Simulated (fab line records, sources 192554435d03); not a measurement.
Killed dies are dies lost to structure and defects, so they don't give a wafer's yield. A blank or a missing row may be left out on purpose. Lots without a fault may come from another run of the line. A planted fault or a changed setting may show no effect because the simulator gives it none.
fab line records | flow n5_finfet
record lots=8 wafers=24 last_day=15
route steps=1938 shown BEOL_M2@887 BEOL_M4@1111
lots that met no fault: from a run of the same line without faults
start_h: hours from the record's first day to the start of the lot's first wafer shown | wait_h: hours since the lot's step before | " the same as in the row above | L1.1+2: a row that stands for several wafers | - no value, or no start given | * or withheld: withheld | < > ~ a bound
route shown NAME@n: a module of which the file shows steps, and the number in the route of the first | usual: mean/standard deviation of fault-free wafers | same: alike in all rows | chamber/n: place in a boat | sites: the reading at each site | _std_site: their standard deviation | _edge_site: outer sites' mean less inner sites' | radius_mm: how far each site lies from the wafer's centre | mask NAME#n: copy n | behind: the tool/chamber that last shaped the wafer | hold: why the lot was held/for how many hours/how that ended | device: the transistor (n, p or np) that didn't switch | end of line: the same wafers' tests at the end of the route | a step without rows: its recipe alone | killed: dies lost to structure and defects at the first sort, not the wafer's yield | map: a wafer's dies, x killed, . not, _ none there
set.NAME: the setting as run; set.NAME@STEP: as run at that earlier step | model.NAME: the simulator's own value behind a step, which no gauge read
steps of the route over a sample of lots; a table a step, a row a wafer
services: from which hour (start_h, from the record's first day; less than 0 if before it) a tool's chamber was out of use, for how many hours, and why
## steps
# step N5_BEOL_M2_VIA_ETCH_34
# recipe chemistry=C4F6/O2 target_depth_a=694 mask_material=SOC pressure_mtorr=15 ion_energy_ev=250 taper_deg=4 time_s=65.9 source_w=350 bias_w=170 Ar_flow_sccm=300 C4F6_flow_sccm=10 O2_flow_sccm=10
# usual C4F6_flow_sccm=10.00/0.031 drypump_motor_current_A=5.8/0.44 oes_product_au=0.79/0.079 rf_vpp_V=663/5 showerhead_plenum_p_Torr=2.87/0.1 throttle_valve_pct=30.79/0.23
# columns lot.wafer tool chamber start_h wait_h C4F6_flow_sccm drypump_motor_current_A oes_product_au rf_hours_counter_h rf_vpp_V showerhead_plenum_p_Torr throttle_valve_pct
L682.2 rie_diel-01 3 156.80 0.0 9.99 6.2 0.78 120 671 2.96 30.61
L682.4 " 0 " " 10.04 5.6 0.74 169 658 2.73 31.00
L682.5 " 3 " " 9.97 6.2 0.78 - 671 2.96 30.61
L683.3 rie_diel-01 1 159.54 0.0 10.01 5.6 0.87 45 672 3.00 30.55
L683.5 " 1 " " 10.01 5.6 0.86 - 673 3.00 30.56
L683.6 " 0 " " 10.03 5.7 0.73 - 656 2.73 31.00
L684.1 rie_diel-02 0 162.90 0.0 10.01 5.5 0.68 249 655 2.69 30.73
L684.4 " 1 " " 9.99 6.5 0.71 216 658 2.91 30.67
L684.5 " 3 " " 9.98 5.9 0.75 - 670 2.75 30.61
L686.2 rie_diel-06 3 179.12 0.0 9.98 6.4 0.77 132 664 2.85 31.05
L686.5 " 3 " " 9.98 6.4 0.78 - 663 2.85 31.04
L686.6 " 2 " " 9.99 5.4 0.74 - 663 2.94 31.12
L687.1 rie_diel-06 2 184.60 0.0 9.96 5.4 0.74 176 664 2.94 31.11
L687.2 " 0 " " 10.01 5.7 0.91 24 665 2.78 30.55
L687.3 " 1 " " 10.00 5.0 0.90 18 657 2.79 30.63
L690.1 rie_diel-06 0 191.99 0.0 10.04 5.7 0.90 26 665 2.78 30.55
L690.3 " 1 " " 10.00 5.0 0.90 20 658 2.79 30.63
L690.6 " 2 " " 9.95 5.4 0.74 - 663 2.94 31.13
L692.3 rie_diel-01 1 212.40 0.0 10.04 5.6 0.83 67 673 2.99 30.56
L692.4 " 2 " " 10.06 5.0 0.69 243 657 2.91 31.13
L692.5 " 1 " " 10.01 5.6 0.83 - 671 2.99 30.57
L694.2 rie_diel-02 0 228.78 0.0 9.97 5.5 0.94 15 666 3.02 30.52
L694.3 " 3 " " 9.98 5.9 0.74 152 670 2.74 30.63
L694.5 " 0 " " 9.95 5.5 0.93 - 665 3.02 30.52
# step N5_BEOL_M2_TRENCH_ETCH_37
# recipe chemistry=C4F6/O2 target_depth_a=555.55 target=SiOC time_s=29.2 ion_energy_ev=250 pressure_mtorr=30 source_w=355 bias_w=185 Ar_flow_sccm=300 C4F6_flow_sccm=10 O2_flow_sccm=10
# usual C4F6_flow_sccm=10.004/0.028 drypump_motor_current_A=5.8/0.45 oes_product_au=0.79/0.077 rf_vpp_V=663/5.1 showerhead_plenum_p_Torr=2.88/0.1 throttle_valve_pct=20.88/0.24
# columns lot.wafer tool chamber start_h wait_h C4F6_flow_sccm drypump_motor_current_A oes_product_au rf_hours_counter_h rf_vpp_V showerhead_plenum_p_Torr throttle_valve_pct
L682.2 rie_diel-01 3 - - 10.009 6.2 0.78 120 670 2.97 20.77
L682.4 " 0 " " 9.989 5.6 0.75 169 656 2.74 21.11
L682.5 " 3 " " 10.009 6.2 0.78 - 669 2.97 20.79
L683.3 rie_diel-01 1 - - 10.043 5.6 0.87 45 673 3.01 20.63
L683.5 " 1 " " 10.073 5.6 0.86 - 672 3.01 20.63
L683.6 " 0 " " 10.041 5.7 0.74 - 656 2.74 21.10
L684.1 rie_diel-02 0 - - 10.042 5.5 0.68 249 656 2.69 20.86
L684.4 " 1 " " 9.933 6.5 0.71 216 658 2.92 20.89
L684.5 " 3 " " 9.975 5.9 0.77 - 668 2.75 20.71
L686.2 rie_diel-06 3 - - 9.968 6.4 0.77 132 663 2.85 21.11
L686.5 " 3 " " 9.980 6.4 0.76 - 663 2.85 21.11
L686.6 " 2 " " 10.008 5.5 0.75 - 663 2.94 21.24
L687.1 rie_diel-06 2 - - 10.025 5.5 0.74 176 662 2.94 21.20
L687.2 " 0 " " 9.949 5.7 0.91 24 666 2.78 20.64
L687.3 " 1 " " 9.983 5.0 0.90 18 658 2.80 20.68
L690.1 rie_diel-06 0 - - 9.966 5.7 0.90 26 664 2.78 20.62
L690.3 " 1 " " 9.997 5.0 0.89 20 658 2.79 20.70
L690.6 " 2 " " 9.960 5.5 0.73 - 662 2.94 21.21
L692.3 rie_diel-01 1 - - 9.988 5.6 0.83 67 671 3.00 20.67
L692.4 " 2 " " 10.045 5.0 0.68 244 656 2.92 21.21
L692.5 " 1 " " 10.033 5.6 0.83 - 673 3.00 20.65
L694.2 rie_diel-02 0 - - 9.990 5.5 0.93 15 664 3.02 20.52
L694.3 " 3 " " 9.963 5.9 0.75 152 668 2.74 20.74
L694.5 " 0 " " 10.033 5.5 0.93 - 666 3.02 20.52
# step N5_BEOL_M2_STRIP_97
# recipe chemistry=N2/H2 time_s=10 power_w=450 temp_c=40 pressure_mtorr=20 rf_frequency_hz=6e+07 bias_power_w=7 n2_flow_sccm=200 h2_flow_sccm=200
# usual bias_power_w=7.000/0.02 drypump_motor_current_A=5.8/0.44 h2_flow_sccm=200.0/0.55 oes_product_au=0.79/0.079 rf_vpp_V=59.1/0.88 showerhead_plenum_p_Torr=2.57/0.099 throttle_valve_pct=23.7/0.32
# columns lot.wafer tool chamber start_h wait_h bias_power_w drypump_motor_current_A h2_flow_sccm oes_product_au rf_hours_counter_h rf_vpp_V showerhead_plenum_p_Torr throttle_valve_pct
L682.2 rie_diel-01 3 - - 6.984 6.2 200.2 0.78 120 59.0 2.66 23.7
L682.4 " 0 " " 7.009 5.6 199.0 0.74 169 57.8 2.42 23.8
L682.5 " 3 " " 6.989 6.2 200.4 0.78 - 61.0 2.66 23.6
L683.3 rie_diel-01 1 - - 6.965 5.6 200.1 0.86 45 60.6 2.69 23.4
L683.5 " 1 " " 6.998 5.6 198.9 0.86 - 60.6 2.69 23.4
L683.6 " 0 " " 7.028 5.7 200.0 0.74 - 59.3 2.42 23.8
L684.1 rie_diel-02 0 - - 6.992 5.5 199.7 0.68 249 59.7 2.39 23.7
L684.4 " 1 " " 6.999 6.5 199.7 0.71 216 59.8 2.62 23.8
L684.5 " 3 " " 7.003 5.9 199.5 0.75 - 59.9 2.44 23.4
L686.2 rie_diel-06 3 - - 6.971 6.4 200.4 0.76 132 58.5 2.55 24.3
L686.5 " 3 " " 6.938 6.4 200.0 0.77 - 61.3 2.55 24.3
L686.6 " 2 " " 6.993 5.4 199.8 0.73 - 59.7 2.63 24.0
L687.1 rie_diel-06 2 - - 6.987 5.5 198.9 0.74 176 58.9 2.63 24.1
L687.2 " 0 " " 6.982 5.7 199.5 0.92 24 58.9 2.49 23.5
L687.3 " 1 " " 6.977 5.0 199.1 0.91 18 59.0 2.48 23.3
L690.1 rie_diel-06 0 - - 7.007 5.7 199.7 0.92 26 58.6 2.49 23.5
L690.3 " 1 " " 6.973 5.0 200.7 0.91 20 58.6 2.47 23.3
L690.6 " 2 " " 7.020 5.5 200.3 0.73 - 56.8 2.63 24.1
L692.3 rie_diel-01 1 - - 6.989 5.6 199.6 0.83 67 59.9 2.68 23.4
L692.4 " 2 " " 7.022 5.1 200.3 0.69 244 59.8 2.61 24.0
L692.5 " 1 " " 7.011 5.6 199.1 0.84 - 59.7 2.68 23.4
L694.2 rie_diel-02 0 - - 7.036 5.5 200.2 0.93 15 60.8 2.71 23.4
L694.3 " 3 " " 7.020 5.9 199.2 0.73 152 58.4 2.43 23.4
L694.5 " 0 " " 7.010 5.5 200.2 0.93 - 58.7 2.70 23.4
# step N5_BEOL_M2_ALD_84
# recipe material=TaN target_thk_a=* temp_c=275 ald_precursor_family=PDMAT ald_co_reactant=NH3 pressure_torr=3 carrier_flow_sccm=1500 pulse_time_s=2 purge_time_s=3 co_reactant_purge_time_s=2 co_reactant_pulse_time_s=3 ald_cycles=30 precursor_vessel_temp_c=75 precursor_vessel_pressure_torr=26.25 precursor_vessel_carrier_sccm=1000
# usual ald_cycles=30/0 heater_power_w=430/38
# columns lot.wafer tool chamber start_h wait_h ald_cycles heater_power_w
L682.2 ald_metal-01 0 157.59 0.0 30 419
L682.4 " 3 " " 30 482
L682.5 " 0 " " 30 419
L683.3 ald_metal-02 2 160.28 0.0 30 445
L683.5 " 2 " " 30 430
L683.6 " 3 " " 30 470
L684.1 ald_metal-01 2 163.68 0.1 30 367
L684.4 " 0 " " 30 421
L684.5 " 0 " " 30 430
L686.2 ald_metal-01 0 179.97 0.0 30 423
L686.5 " 1 " " 30 466
L686.6 " 0 " " 30 419
L687.1 ald_metal-03 0 185.61 0.2 30 435
L687.2 " 1 " " 30 404
L687.3 " 2 " " 30 469
L690.1 ald_metal-03 1 192.59 0.0 30 376
L690.3 " 0 " " 30 439
L690.6 " 0 " " 30 440
L692.3 ald_metal-01 1 212.95 0.0 30 477
L692.4 " 1 " " 30 471
L692.5 " 2 " " 30 358
L694.2 ald_metal-01 0 229.74 0.0 30 429
L694.3 " 3 " " 34 474
L694.5 " 2 " " 34 362
# step N5_BEOL_M4_RC_MEAS_101
# usual CHAIN_V1=229/6.6 CHAIN_V1_max_site=237/7.4 DIBL_N=36.5/1.4 DIBL_P=36.6/1.6 IOFF_N=0.160/0.024 IOFF_P=0.217/0.029 ION_N=674/8.7 ION_P=464/6.5 SS_N=71.6/0.47 SS_P=73.4/0.57 VT_N=250.0/2.5 VT_P=-250/3.1
# columns lot.wafer tool chamber start_h wait_h CHAIN_V1[ohm/link] CHAIN_V1_max_site[ohm/link] DIBL_N[mV/V] DIBL_P[mV/V] IOFF_N[nA/um] IOFF_P[nA/um] ION_N[uA/um] ION_P[uA/um] SS_N[mV/dec] SS_P[mV/dec] VT_N[mV] VT_P[mV]
L682.2 prober-01 0 185.60 0.2 230 238 36.9 37.8 0.177 0.222 669 460 71.7 73.2 248.6 -249
L682.4 " 0 " " 231 240 34.8 34.3 0.138 0.175 678 463 70.9 73.1 253.1 -252
L682.5 " 0 " " 233 234 37.4 37.7 0.188 0.220 690 466 71.8 74.0 247.8 -250
L683.3 prober-02 0 193.68 0.3 226 238 34.9 35.5 0.155 0.228 680 471 71.6 73.5 249.3 -249
L683.5 " 0 " " 225 232 33.5 33.6 0.128 0.191 667 466 71.3 72.9 252.2 -252
L683.6 " 0 " " 223 234 35.1 36.0 0.159 0.224 687 471 72.0 73.1 249.7 -247
L684.1 prober-01 0 195.34 0.0 232 240 37.1 37.2 0.180 0.253 687 474 71.6 73.5 247.7 -247
L684.4 " 0 " " 232 238 36.6 36.7 0.178 0.256 675 468 71.7 72.6 247.2 -246
L684.5 " 0 " " 225 230 36.3 36.3 0.169 0.241 684 475 71.6 73.6 244.9 -245
L686.2 prober-01 0 212.97 0.2 238 244 36.2 36.6 0.161 0.244 670 472 71.7 74.0 248.0 -245
L686.5 " 0 " " 230 239 35.4 34.5 0.140 0.202 670 462 71.5 72.5 250.6 -246
L686.6 " 0 " " 238 248 36.4 37.0 0.168 0.238 679 470 71.6 73.5 248.6 -246
L687.1 prober-01 0 216.01 0.0 223 234 38.3 38.1 0.188 0.269 683 473 71.7 74.7 248.0 -245
L687.2 " 0 " " 237 242 35.9 33.7 0.130 0.193 663 467 71.6 72.2 253.9 -249
L687.3 " 0 " " 225 233 37.5 36.4 0.166 0.238 663 462 72.2 73.8 250.4 -250
L690.1 prober-02 0 218.91 0.2 227 233 38.4 37.1 0.194 0.234 675 462 71.9 73.4 245.2 -250
L690.3 " 0 " " 237 245 37.3 36.7 0.182 0.243 687 467 71.9 74.1 248.5 -250
L690.6 " 0 " " 233 240 37.9 36.9 0.184 0.232 680 469 71.9 73.7 245.5 -251
L692.3 prober-01 0 244.15 0.3 230 243 35.7 35.4 0.134 0.212 666 469 70.7 72.5 251.2 -249
L692.4 " 0 " " 221 233 37.9 37.3 0.174 0.239 681 465 72.1 73.1 249.5 -246
L692.5 " 0 " " 230 244 36.0 35.4 0.140 0.210 675 468 71.0 72.9 249.9 -249
L694.2 prober-02 0 260.42 0.2 223 225 36.8 37.4 0.157 0.227 668 458 72.0 74.0 251.6 -247
L694.3 " 0 " " 258 268 36.1 36.8 0.154 0.219 678 468 71.6 73.4 250.2 -249
L694.5 " 0 " " 249 258 36.4 36.4 0.155 0.219 678 469 70.4 73.7 251.5 -249
# sites CHAIN_V1 radius_mm=0,75,75,75,75,140,140,140,140
L682.2 220 227 230 229 231 237 238 226 237
L683.3 218 223 228 219 228 238 227 219 226
L684.1 238 235 240 232 234 228 227 228 229
L686.2 229 244 242 243 241 234 232 238 228
L687.1 218 230 222 234 223 218 225 224 216
L690.1 229 227 233 228 227 221 219 220 219
L692.3 232 232 231 230 243 223 215 218 222
L694.2 212 218 223 225 219 223 218 225 223
## services
# columns tool chamber start_h hours kind
ald_metal-03 1 134.76 5.5 repair
rie_diel-06 - 152.14 4.3 pm
rie_diel-02 - 161.27 0.4 repair
rie_diel-02 0 168.03 - clean
rie_diel-02 0 168.03 - consumable_replace:focus_ring
rie_diel-02 0 168.03 - consumable_replace:showerhead
rie_diel-02 0 168.03 16.3 scheduled_down
rie_diel-02 0 168.03 16.3 vent_cycle
ald_metal-03 3 178.68 - calibration
rie_diel-01 2 185.30 17.7 repair
rie_diel-02 1 195.81 5.5 repair
rie_diel-02 3 198.03 6.0 repair
ald_metal-03 - 206.57 4.3 pm
ald_metal-01 0 211.37 11.5 repair
ald_metal-01 1 217.23 12.6 repair
## key
first_sign step=N5_BEOL_M2_ALD_84 reading=ald_cycles direction=up sigmas=99+ usual=* struck=*
effect step=N5_BEOL_M4_RC_MEAS_101 reading=CHAIN_V1 direction=up sigmas=3.7 usual=229 struck=253
effect step=N5_BEOL_M4_RC_MEAS_101 reading=CHAIN_V1_max_site direction=up sigmas=3.4 usual=237 struck=263
met_at N5_BEOL_M2_ALD_84
struck_lots L694
struck_wafers L694.3,L694.5
not_acting_at N5_BEOL_M2_VIA_ETCH_34,N5_BEOL_M2_TRENCH_ETCH_37,N5_BEOL_M2_STRIP_97
onset_between 212.95 229.74
fault kind=process_parameter_drift tool=ald_metal-01 chamber=- onset_h=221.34 steps=N5_BEOL_M2_ALD_84 channel=ald_cycles offset=* shape=step end_h=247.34 scope=struck_wafers_only acts_in=* stated=*
